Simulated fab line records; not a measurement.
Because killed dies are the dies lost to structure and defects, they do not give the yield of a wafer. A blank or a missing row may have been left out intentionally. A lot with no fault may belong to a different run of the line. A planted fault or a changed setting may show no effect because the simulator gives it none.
fab line records | flow nandHarc
record: lots: 13 | wafers: 39 | lastDay: 23
route steps=1159 shown P_CONTACT@218 END@1159
lots that met no fault: from a run of the same line without faults
startH: hours from the record's opening day to when the first of the lot's shown wafers began | waitH: hours from the lot's prior step to this one | " repeats the value in the row above | L1.1+2: several wafers, shown together as one row | - no value, or no start given | * or withheld: withheld | < > ~ a bound
route shown NAME@n: names a module that has steps shown in the file, with the first one's number in the route | usual: the fault-free wafers' mean and standard deviation | same: alike in all rows | chamber/n: place in a boat | sites: each site's reading | _std_site: standard deviation across them | _edge_site: the outer-site mean with the inner-site mean subtracted | radiusMm: for every site, how far away it sits from the centre of the wafer | mask NAME#n: copy n | behind: the most recent tool/chamber to have shaped the wafer | hold: why the lot went on hold/how many hours it stayed there/how the hold came to an end | device: transistor that didn't switch, given as n, p or np | end of line: the same wafers' tests at the end of the route | step lacking rows: just its recipe | killed: not the wafer's yield, but the dies lost to structure and defects at the first sort | map: shows each die of a wafer: x if killed, . if not, _ if none is there
set.NAME: the run value of the setting; set.NAME@STEP: its run value at that earlier step | model.NAME: the simulator's own value behind a step, which no gauge read
a sample of lots followed through the steps of the route, with each step as a table and each wafer as a row
services: a tool's chamber out of use, with start hour (startH, from the record's first day; less than 0 if before it), hours out, and reason
== steps ==
step: NHARC_P_CONTACT_DEP_00
recipe: targetThkA: 5000 | tempC: 400 | pressureTorr: 6.5 | rfW: 900 | teosFlowSccm: 161.4 | flowSccm: 2650 | targetThkNm: 500 | gas: O2 | material: SiO2
usual: heaterPowerW: 556/76 | throttleValvePct: 15.8/0.52
lot.wafer | tool     | chamber | startH | waitH | heaterPowerW | throttleValvePct
L649.1    | pecvd-04 | 1       | -      | -     | 693          | 16.2
L649.2    | "        | 2       | "      | "     | 554          | 15.5
L649.6    | "        | 1       | "      | "     | 713          | 16.1
L653.2    | pecvd-01 | 0       | -      | -     | 539          | 14.9
L653.1    | "        | 2       | "      | "     | 473          | 15.2
L653.5    | "        | 2       | "      | "     | 487          | 15.7
L654.3    | pecvd-02 | 1       | -      | -     | 479          | 15.8
L654.5    | "        | 1       | "      | "     | 510          | 16.0
L654.6    | "        | 2       | "      | "     | 459          | 16.4
L655.1    | pecvd-02 | 2       | -      | -     | 490          | 16.5
L655.4    | "        | 2       | "      | "     | 523          | 16.4
L655.6    | "        | 1       | "      | "     | 541          | 15.7
L658.2    | pecvd-04 | 0       | -      | -     | 647          | 16.7
L658.5    | "        | 0       | "      | "     | 665          | 16.4
L658.6    | "        | 2       | "      | "     | 518          | 15.7
L659.1    | pecvd-04 | 0       | -      | -     | 581          | 16.4
L659.5    | "        | 0       | "      | "     | 612          | 16.8
L659.4    | "        | 1       | "      | "     | 624          | 16.2
L660.1    | pecvd-04 | 0       | -      | -     | 653          | 16.7
L660.5    | "        | 1       | "      | "     | 665          | 16.1
L660.6    | "        | 2       | "      | "     | 617          | 15.6
L661.1    | pecvd-01 | 2       | -      | -     | 415          | 15.5
L661.2    | "        | 0       | "      | "     | 478          | 15.1
L661.4    | "        | 1       | "      | "     | 551          | 16.1
L662.3    | pecvd-01 | 1       | -      | -     | 592          | 16.0
L662.1    | "        | 0       | "      | "     | 522          | 15.6
L662.5    | "        | 0       | "      | "     | 534          | 15.1
L664.4    | pecvd-01 | 1       | -      | -     | 546          | 16.1
L664.5    | "        | 2       | "      | "     | 471          | 15.9
L664.6    | "        | 0       | "      | "     | 471          | 15.2
L668.1    | pecvd-01 | 0       | -      | -     | 489          | 15.0
L668.2    | "        | 1       | "      | "     | 512          | 16.0
L668.3    | "        | 2       | "      | "     | 434          | 15.5
L670.3    | pecvd-01 | 2       | -      | -     | 495          | 16.0
L670.6    | "        | 0       | "      | "     | 516          | 15.1
L670.5    | "        | 1       | "      | "     | 583          | 15.7
L669.3    | pecvd-04 | 0       | -      | -     | 600          | 16.6
L669.6    | "        | 1       | "      | "     | 686          | 15.5
L669.4    | "        | 2       | "      | "     | 495          | 15.5
step: NHARC_P_CONTACT_CMP_01
recipe: targetThkNm: 200 | material: SiO2
usual: motorCurrentA: 11.8/1.3
lot.wafer | tool   | chamber | startH | waitH | motorCurrentA
L649.2    | cmp-02 | 0       | 111.38 | -     | 10.9
L649.1    | "      | 1       | "      | "     | 12.7
L649.6    | "      | 0       | "      | "     | 11.3
L653.1    | cmp-02 | 0       | 126.24 | -     | 11.9
L653.2    | "      | 3       | "      | "     | 9.9
L653.5    | "      | 0       | "      | "     | 10.7
L654.3    | cmp-02 | 3       | 142.64 | -     | 9.7
L654.5    | "      | 1       | "      | "     | 12.8
L654.6    | "      | 2       | "      | "     | 11.9
L655.4    | cmp-02 | 3       | 146.27 | -     | 10.0
L655.1    | "      | 0       | "      | "     | 10.8
L655.6    | "      | 3       | "      | "     | 10.1
L658.2    | cmp-02 | 0       | 158.08 | -     | 10.5
L658.6    | "      | 3       | "      | "     | 9.9
L658.5    | "      | 0       | "      | "     | 11.0
L659.4    | cmp-03 | 1       | 170.86 | -     | 11.6
L659.1    | "      | 3       | "      | "     | 10.1
L659.5    | "      | 2       | "      | "     | 12.7
L660.1    | cmp-02 | 3       | 175.17 | -     | 10.2
L660.5    | "      | 1       | "      | "     | 12.7
L660.6    | "      | 2       | "      | "     | 11.1
L661.4    | cmp-04 | 2       | 186.78 | -     | 11.8
L661.2    | "      | 3       | "      | "     | 11.9
L661.1    | "      | 1       | "      | "     | 11.7
L662.3    | cmp-03 | 3       | 189.46 | -     | 10.1
L662.1    | "      | 1       | "      | "     | 12.0
L662.5    | "      | 0       | "      | "     | 14.8
L664.4    | cmp-03 | 3       | 200.38 | -     | 10.2
L664.5    | "      | 3       | "      | "     | 9.9
L664.6    | "      | 0       | "      | "     | 13.3
L668.3    | cmp-03 | 3       | 217.97 | -     | 9.6
L668.2    | "      | 0       | "      | "     | 14.4
L668.1    | "      | 1       | "      | "     | 11.6
L670.3    | cmp-03 | 3       | 230.46 | -     | 10.7
L670.6    | "      | 0       | "      | "     | 13.8
L670.5    | "      | 1       | "      | "     | 11.9
L669.4    | cmp-04 | 1       | 230.77 | -     | 12.2
L669.3    | "      | 0       | "      | "     | 11.2
L669.6    | "      | 2       | "      | "     | 11.1
step: NHARC_P_CONTACT_PEB_10
recipe: pebTempC: 100 | pebTimeS: 65
usual: heaterPowerTotalW: 156.6/0.42 | plateTempC: 100.01/0.13 | resistLineTempC: 22.98/0.12
lot.wafer | tool          | chamber | startH | waitH | heaterPowerTotalW | plateTempC | resistLineTempC
L649.1    | lithoTrack-04 | 0       | 111.98 | 0.1   | 157.1             | 100.14     | 22.97
L649.2    | "             | 0       | "      | "     | 156.7             | 99.95      | 22.97
L649.6    | "             | 0       | "      | "     | 156.3             | 99.90      | 23.20
L653.1    | lithoTrack-04 | 0       | 126.87 | 0.1   | 157.1             | 100.06     | 22.87
L653.2    | "             | 0       | "      | "     | 156.8             | 99.98      | 22.91
L653.5    | "             | 0       | "      | "     | 157.1             | 99.99      | 22.97
L654.3    | lithoTrack-01 | 0       | 143.34 | 0.0   | 157.0             | 99.93      | 22.70
L654.5    | "             | 0       | "      | "     | 155.9             | 100.03     | 22.81
L654.6    | "             | 0       | "      | "     | 156.2             | 100.08     | 22.76
L655.1    | lithoTrack-01 | 0       | 146.89 | 0.1   | 157.2             | 100.12     | 23.00
L655.4    | "             | 0       | "      | "     | 156.7             | 100.11     | 23.22
L655.6    | "             | 0       | "      | "     | 156.9             | 100.29     | 23.25
L658.2    | lithoTrack-06 | 0       | 158.82 | 0.1   | 156.1             | 99.86      | 23.00
L658.5    | "             | 0       | "      | "     | 156.0             | 99.90      | 23.15
L658.6    | "             | 0       | "      | "     | 156.9             | 99.94      | 22.90
L659.1    | lithoTrack-04 | 0       | 171.63 | 0.1   | 156.5             | 100.05     | 23.00
L659.4    | "             | 0       | "      | "     | 156.8             | 100.16     | 22.95
L659.5    | "             | 0       | "      | "     | 156.6             | 100.04     | 22.99
L660.1    | lithoTrack-01 | 0       | 175.87 | 0.1   | 156.0             | 100.22     | 22.74
L660.5    | "             | 0       | "      | "     | 156.1             | 100.01     | 22.98
L660.6    | "             | 0       | "      | "     | 156.2             | 100.05     | 23.02
L661.1    | lithoTrack-06 | 0       | 187.53 | 0.1   | 157.0             | 99.83      | 23.03
L661.2    | "             | 0       | "      | "     | 156.1             | 99.86      | 22.90
L661.4    | "             | 0       | "      | "     | 157.2             | 99.79      | 23.01
L662.1    | lithoTrack-01 | 0       | 190.09 | 0.1   | 156.2             | 100.24     | 22.82
L662.3    | "             | 0       | "      | "     | 156.1             | 100.02     | 22.74
L662.5    | "             | 0       | "      | "     | 157.1             | 100.36     | 22.73
L664.4    | lithoTrack-01 | 0       | 201.09 | 0.0   | 157.1             | 99.99      | 23.07
L664.5    | "             | 0       | "      | "     | 156.6             | 99.91      | 23.03
L664.6    | "             | 0       | "      | "     | 156.1             | 99.95      | 23.12
L668.1    | lithoTrack-01 | 0       | 218.72 | 0.1   | 169.2             | 105.55     | 23.05
L668.2    | "             | 0       | "      | "     | 168.5             | 105.55     | 22.97
L668.3    | "             | 0       | "      | "     | 169.2             | 105.53     | 22.91
L670.3    | lithoTrack-01 | 0       | 231.14 | 0.0   | 169.2             | 105.58     | 23.08
L670.5    | "             | 0       | "      | "     | 168.3             | 105.54     | 22.96
L670.6    | "             | 0       | "      | "     | 169.2             | 105.49     | 23.03
L669.3    | lithoTrack-04 | 0       | 231.53 | 0.1   | 156.9             | 100.09     | 22.99
L669.4    | "             | 0       | "      | "     | 157.2             | 100.02     | 23.18
L669.6    | "             | 0       | "      | "     | 156.7             | 100.08     | 23.19
step: NHARC_P_CONTACT_CD_MEAS_12
recipe: targetCdNm: 90 | landingEnergyEv: 500
usual: cdNm: 89.7/0.72
lot.wafer | tool     | chamber | startH | waitH | cdNm
L649.1    | cdSem-01 | 0       | 112.06 | -     | 89.5
L649.2    | "        | 0       | "      | "     | 89.8
L649.6    | "        | 0       | "      | "     | 88.7
L653.1    | cdSem-02 | 0       | 126.95 | -     | 89.6
L653.2    | "        | 0       | "      | "     | 90.1
L653.5    | "        | 0       | "      | "     | 89.6
L654.3    | cdSem-02 | 0       | 143.42 | -     | 89.6
L654.5    | "        | 0       | "      | "     | 89.7
L654.6    | "        | 0       | "      | "     | 89.7
L655.1    | cdSem-02 | 0       | 146.97 | -     | 90.5
L655.4    | "        | 0       | "      | "     | 89.4
L655.6    | "        | 0       | "      | "     | 89.2
L658.2    | cdSem-01 | 0       | 158.90 | -     | 88.8
L658.5    | "        | 0       | "      | "     | 89.7
L658.6    | "        | 0       | "      | "     | 90.0
L659.1    | cdSem-02 | 0       | 171.71 | -     | 89.4
L659.4    | "        | 0       | "      | "     | 89.5
L659.5    | "        | 0       | "      | "     | 89.8
L660.1    | cdSem-01 | 0       | 175.95 | -     | 89.7
L660.5    | "        | 0       | "      | "     | 89.6
L660.6    | "        | 0       | "      | "     | 90.7
L661.1    | cdSem-02 | 0       | 187.61 | -     | 90.3
L661.2    | "        | 0       | "      | "     | 90.3
L661.4    | "        | 0       | "      | "     | 90.1
L662.1    | cdSem-03 | 0       | 190.17 | -     | 88.4
L662.3    | "        | 0       | "      | "     | 88.6
L662.5    | "        | 0       | "      | "     | 90.0
L664.4    | cdSem-02 | 0       | 201.17 | -     | 88.9
L664.5    | "        | 0       | "      | "     | 89.2
L664.6    | "        | 0       | "      | "     | 88.2
L668.1    | cdSem-03 | 0       | 218.80 | -     | 108.1
L668.2    | "        | 0       | "      | "     | 107.6
L668.3    | "        | 0       | "      | "     | 109.1
L670.3    | cdSem-02 | 0       | 231.22 | -     | 108.0
L670.5    | "        | 0       | "      | "     | 108.1
L670.6    | "        | 0       | "      | "     | 109.3
L669.3    | cdSem-01 | 0       | 231.61 | -     | 89.5
L669.4    | "        | 0       | "      | "     | 89.1
L669.6    | "        | 0       | "      | "     | 88.6
step: NHARC_P_CONTACT_INSPECT_14
usual: rawDefectCount: 3.9/2
lot.wafer | tool             | chamber | startH | waitH | rawDefectCount
L649.1    | defectInspect-01 | -       | 112.19 | 0.0   | 2
L649.2    | "                | -       | "      | "     | 4
L649.6    | "                | -       | "      | "     | 1
L653.1    | defectInspect-01 | -       | 127.07 | 0.0   | 2
L653.2    | "                | -       | "      | "     | 2
L653.5    | "                | -       | "      | "     | 1
L654.3    | defectInspect-02 | -       | 143.54 | 0.0   | 3
L654.5    | "                | -       | "      | "     | 4
L654.6    | "                | -       | "      | "     | 5
L655.1    | defectInspect-01 | -       | 147.10 | 0.0   | 4
L655.4    | "                | -       | "      | "     | 2
L655.6    | "                | -       | "      | "     | 1
L658.2    | defectInspect-02 | -       | 159.02 | 0.0   | 5
L658.5    | "                | -       | "      | "     | 5
L658.6    | "                | -       | "      | "     | 5
L659.1    | defectInspect-01 | -       | 171.83 | 0.0   | 6
L659.4    | "                | -       | "      | "     | 3
L659.5    | "                | -       | "      | "     | 2
L660.1    | defectInspect-01 | -       | 176.08 | 0.0   | 8
L660.5    | "                | -       | "      | "     | 3
L660.6    | "                | -       | "      | "     | 3
L661.1    | defectInspect-01 | -       | 187.74 | 0.0   | 3
L661.2    | "                | -       | "      | "     | 4
L661.4    | "                | -       | "      | "     | 4
L662.1    | defectInspect-01 | -       | 190.29 | 0.0   | 5
L662.3    | "                | -       | "      | "     | 5
L662.5    | "                | -       | "      | "     | 7
L664.4    | defectInspect-01 | -       | 201.29 | 0.0   | 5
L664.5    | "                | -       | "      | "     | 4
L664.6    | "                | -       | "      | "     | 1
L668.1    | defectInspect-01 | -       | 218.92 | 0.0   | 3
L668.2    | "                | -       | "      | "     | 3
L668.3    | "                | -       | "      | "     | 3
L670.3    | defectInspect-02 | -       | 231.34 | 0.0   | 10
L670.5    | "                | -       | "      | "     | 4
L670.6    | "                | -       | "      | "     | 5
L669.3    | defectInspect-02 | -       | 231.73 | 0.0   | 3
L669.4    | "                | -       | "      | "     | 5
L669.6    | "                | -       | "      | "     | 2
step: NHARC_END_SORT_01
recipe: tempC: 25
usual: killedAtArray: 29/8.4 | killedAtOther: 0.7/1.2 | killedAtPeriphery: 3.8/2.1 | killedDies: 33/9 | killedOpen: 3.4/2 | killedShort: 2.1/1.4
same: grossDies: 677
lot.wafer | tool      | chamber | startH | waitH | killedAtArray | killedAtOther | killedAtPeriphery | killedDies | killedOpen | killedShort
L661.1    | prober-01 | 0       | 526.72 | 2.5   | 22            | 3             | 2                 | 27         | 3          | 0
L661.2    | prober-01 | 0       | 527.53 | 2.8   | 29            | 0             | 1                 | 30         | 1          | 0
L661.4    | prober-01 | 0       | 529.15 | 3.4   | 30            | 2             | 1                 | 33         | 3          | 2
L664.4    | prober-02 | 0       | 536.85 | 3.4   | 26            | 0             | 1                 | 27         | 1          | 0
L664.5    | prober-02 | 0       | 537.65 | 3.7   | 26            | 0             | 3                 | 29         | 3          | 2
L664.6    | prober-02 | 0       | 538.45 | 4.0   | 35            | 0             | 3                 | 38         | 4          | 4
L668.1    | prober-02 | 0       | 550.04 | 2.5   | 18            | 2             | 491               | 511        | 1          | 2
L668.2    | prober-02 | 0       | 550.83 | 2.8   | 30            | 0             | 512               | 542        | 4          | 5
L668.3    | prober-02 | 0       | 551.61 | 3.1   | 21            | 3             | 223               | 247        | 4          | 1
L669.3    | prober-02 | 0       | 559.32 | 3.1   | 35            | 0             | 4                 | 39         | 2          | 3
L670.3    | prober-01 | 0       | 559.69 | 3.1   | 40            | 1             | 499               | 540        | 2          | 5
L670.5    | prober-01 | 0       | 561.28 | 3.7   | 33            | 1             | 507               | 541        | 3          | 2
L670.6    | prober-01 | 0       | 562.08 | 4.0   | 35            | 1             | 507               | 543        | 3          | 3
killed by level:class
L661.1 A_CHANNEL_HOLE_D1:chamberFilmFlake=12 A_CONTACT:chamberFilmFlake=6 THIN_TSV:chamberFilmFlake=3 A_ONON_D1:geometricParticle:open=1 A_WL_FILL:geometricParticle:open=1 A_BLC:geometricParticle:open=1 P_GATE:chamberFilmFlake=1 P_CONTACT:chamberFilmFlake=1
L661.2 A_CHANNEL_HOLE_D1:chamberFilmFlake=20 A_CONTACT:chamberFilmFlake=4 A_STAIRCASE:chamberFilmFlake=2 A_ONON_D1:geometricParticle:open=1 P_ZERO_WELL:chamberFilmFlake=1 A_WL_FILL:chamberFilmFlake=1 A_M0:chamberFilmFlake=1
L661.4 A_CHANNEL_HOLE_D1:chamberFilmFlake=17 A_STAIRCASE:chamberFilmFlake=3 A_CONTACT:chamberFilmFlake=3 A_ONON_D1:geometricParticle:open=2 A_WL_FILL:geometricParticle:short=2 THIN_TSV:chamberFilmFlake=2 A_BLC:geometricParticle:open=1 P_GATE:chamberFilmFlake=1
L664.4 A_CHANNEL_HOLE_D1:chamberFilmFlake=20 A_STAIRCASE:chamberFilmFlake=2 A_BLC:chamberFilmFlake=2 A_CHANNEL_FILL_D1:geometricParticle:open=1 P_STI:chamberFilmFlake=1 A_WL_FILL:chamberFilmFlake=1
L664.5 A_CHANNEL_HOLE_D1:chamberFilmFlake=16 A_M1:chamberFilmFlake=3 A_STAIRCASE:chamberFilmFlake=2 P_CONTACT:geometricParticle:open=1 P_M0:geometricParticle:open=1 A_CHANNEL_FILL_D1:geometricParticle:short=1 A_SGD_CUT:geometricParticle:short=1 A_WL_FILL:geometricParticle:open=1
L664.6 A_CHANNEL_HOLE_D1:chamberFilmFlake=21 A_STAIRCASE:chamberFilmFlake=3 A_WL_FILL:geometricParticle:open=2 A_ZERO_WELL:chamberFilmFlake=2 A_M1:chamberFilmFlake=2 P_CONTACT:geometricParticle:short=1 P_M1:geometricParticle:short=1 A_ONON_D1:geometricParticle:open=1
L668.1 P_CONTACT:areaPeb=490 A_CHANNEL_HOLE_D1:chamberFilmFlake=10 A_STAIRCASE:chamberFilmFlake=3 A_CONTACT:chamberFilmFlake=2 THIN_TSV:chamberFilmFlake=2 P_M1:geometricParticle:short=1 A_CHANNEL_HOLE_D1:geometricParticle:open=1 A_M0:geometricParticle:short=1
L668.2 P_CONTACT:areaPeb=508 A_CHANNEL_HOLE_D1:chamberFilmFlake=10 A_STAIRCASE:chamberFilmFlake=7 A_WL_FILL:chamberFilmFlake=3 A_CONTACT:chamberFilmFlake=2 P_GATE:geometricParticle:open=1 P_M0:geometricParticle:short=1 A_SGD_CUT:geometricParticle:short=1
L668.3 P_CONTACT:areaPeb=221 A_CHANNEL_HOLE_D1:chamberFilmFlake=10 A_STAIRCASE:chamberFilmFlake=3 A_CHANNEL_FILL_D1:geometricParticle:open=2 P_GATE:chamberFilmFlake=2 THIN_TSV:chamberFilmFlake=2 A_SGD_CUT:geometricParticle:open=1 A_CONTACT:geometricParticle:open=1
L669.3 A_CHANNEL_HOLE_D1:chamberFilmFlake=19 A_CONTACT:chamberFilmFlake=9 A_WL_FILL:chamberFilmFlake=2 A_BLC:chamberFilmFlake=2 P_STI:geometricParticle:short=1 P_M0:geometricParticle:open=1 P_M0:geometricParticle:short=1 A_WL_FILL:geometricParticle:short=1
L670.3 P_CONTACT:areaPeb=491 A_SLIT:chamberFilmFlake=20 A_CHANNEL_HOLE_D1:chamberFilmFlake=14 P_ZERO_WELL:chamberFilmFlake=2 P_GATE:chamberFilmFlake=2 A_CONTACT:chamberFilmFlake=2 P_CONTACT:geometricParticle:short=1 P_M1:geometricParticle:short=1
L670.5 P_CONTACT:areaPeb=504 A_SLIT:chamberFilmFlake=17 A_CHANNEL_HOLE_D1:chamberFilmFlake=7 A_CONTACT:chamberFilmFlake=3 P_CONTACT:geometricParticle:short=1 A_CHANNEL_FILL_D1:geometricParticle:short=1 A_STAIRCASE:geometricParticle:open=1 A_SGD_CUT:geometricParticle:open=1
L670.6 P_CONTACT:areaPeb=501 A_SLIT:chamberFilmFlake=21 A_CHANNEL_HOLE_D1:chamberFilmFlake=8 P_GATE:chamberFilmFlake=2 A_CONTACT:chamberFilmFlake=2 P_GATE:geometricParticle:open=1 P_CONTACT:geometricParticle:open=1 P_M0:geometricParticle:open=1
== services ==
tool          | chamber | startH | hours | kind
lithoTrack-01 | -       | 93.00  | 7.0   | pm
cmp-04        | -       | 105.09 | 4.0   | pm
cmp-04        | -       | 109.51 | 63.9  | repair
lithoTrack-06 | -       | 117.00 | 7.0   | pm
cmp-02        | -       | 117.74 | 0.6   | repair
cmp-02        | -       | 128.64 | 4.0   | pm
cmp-02        | -       | 132.64 | -     | consumableReplace:conditioner
cmp-02        | -       | 132.64 | -     | consumableReplace:pad
lithoTrack-04 | -       | 141.00 | 7.0   | pm
pecvd-02      | -       | 153.43 | 13.0  | pm
cmp-03        | -       | 156.26 | 4.0   | pm
pecvd-04      | 0       | 158.15 | 4.9   | repair
cmp-03        | -       | 160.26 | -     | consumableReplace:conditioner
cmp-03        | -       | 160.26 | -     | consumableReplace:pad
cmp-02        | -       | 177.95 | 2.4   | repair
cmp-04        | -       | 179.18 | 2.1   | repair
pecvd-04      | -       | 195.09 | 13.0  | pm
pecvd-04      | 0       | 195.09 | 13.0  | ventCycle
pecvd-04      | 1       | 195.09 | 13.0  | ventCycle
pecvd-04      | 2       | 195.09 | 13.0  | ventCycle
cmp-04        | -       | 203.09 | 4.0   | pm
cmp-02        | -       | 226.64 | 4.0   | pm
cmp-02        | -       | 230.64 | -     | consumableReplace:conditioner
cmp-02        | -       | 230.64 | -     | consumableReplace:pad
== key ==
firstSign: step: NHARC_P_CONTACT_PEB_10 | reading: plateTempC | direction: up | sigmas: 43 | usual: * | struck: *
effect: step: NHARC_P_CONTACT_PEB_10 | reading: heaterPowerTotalW | direction: up | sigmas: 29 | usual: * | struck: *
effect: step: NHARC_P_CONTACT_CD_MEAS_12 | reading: cdNm | direction: up | sigmas: 26 | usual: 89.7 | struck: 108.4
effect: step: NHARC_END_SORT_01 | reading: killedAtPeriphery | direction: up | sigmas: 99+ | usual: 3.8 | struck: 456.5
moreKillsBornAt: NHARC_P_CONTACT_PEB_10@lithoTrack-01: 2715
metAt NHARC_P_CONTACT_PEB_10
struckLots L668,L670
laterRowsLeftOut L668.1,L668.2,L670.3,L670.5,L670.6
testerLeftOut L668,L670
notActingAt NHARC_P_CONTACT_DEP_00,NHARC_P_CONTACT_CMP_01,NHARC_P_CONTACT_INSPECT_14
onsetBetween 201.09 218.72
fault: kind: processParameterDrift | tool: lithoTrack-01 | chamber: - | onsetH: 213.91 | steps: NHARC_P_CONTACT_PEB_10 | channel: pebTempC | offset: * | shape: step | endH: 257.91 | actsIn: * | stated: *
testerLeftOut: of these lots the tester's yield and bins aren't shown, on N5 and GAA mostly nor the transistor test; their killed dies are dies lost to structure and defects alone, not to doping, threshold or leakage, so they don't give the yield
laterRowsLeftOut: the simulator's readings of these wafers behind a module that went badly wrong aren't trusted and aren't shown, but for the sort
